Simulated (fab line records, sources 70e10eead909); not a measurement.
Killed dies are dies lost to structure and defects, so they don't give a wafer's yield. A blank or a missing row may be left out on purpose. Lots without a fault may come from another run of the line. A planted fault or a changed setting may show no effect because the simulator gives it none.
Chamber matching | flow nand_harc | NHARC_A_M0_DESCUM_14 on rie_diel-04: 4 sister chambers
The step chemistry O2, time 3 s. 4 wafers are shown with their chamber, then 9 later ones without.

WAFERS WITH THEIR CHAMBER
wafer  | chamber | drypump_motor_current_A (A)
L084.1 | 1       | 4.9
L085.6 | 2       | 6.5
L086.1 | 0       | 6.0
L086.5 | 3       | 6.0

WAFERS WITHOUT THEIR CHAMBER
wafer  | drypump_motor_current_A (A)
L090.1 | 6.0
L090.3 | 6.5
L090.6 | 6.1
L095.1 | 6.5
L095.5 | 6.0
L095.6 | 6.5
L097.1 | 6.1
L097.3 | 6.1
L097.6 | 6.1

WHICH CHAMBER EACH WENT THROUGH
wafer  | from the rows above     | in truth
L090.1 | can't be placed: 0 or 3 | 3
L090.3 | 2                       | 2
L090.6 | can't be placed: 0 or 3 | 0
L095.1 | 2                       | 2
L095.5 | can't be placed: 0 or 3 | 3
L095.6 | 2                       | 2
L097.1 | can't be placed: 0 or 3 | 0
L097.3 | can't be placed: 0 or 3 | 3
L097.6 | can't be placed: 0 or 3 | 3
Placed correctly: 3 of 9. Can't be placed from these rows: 6 (the true chamber is among the candidates in 6). Placed wrongly: 0.
How it was worked out, from the rows above alone: a wafer's distance from a chamber is the root of the sum, over the readings, of the square of ((its reading less the chamber's mean) divided by the reading's scatter). The wafer belongs to the nearest chamber; if the next one is less than 2 further off, it can't be placed. A chamber's mean is the mean of its shown wafers. The scatter: with one shown wafer a chamber, the root of the mean of the squares of how far each hidden wafer lies from its nearest shown one.
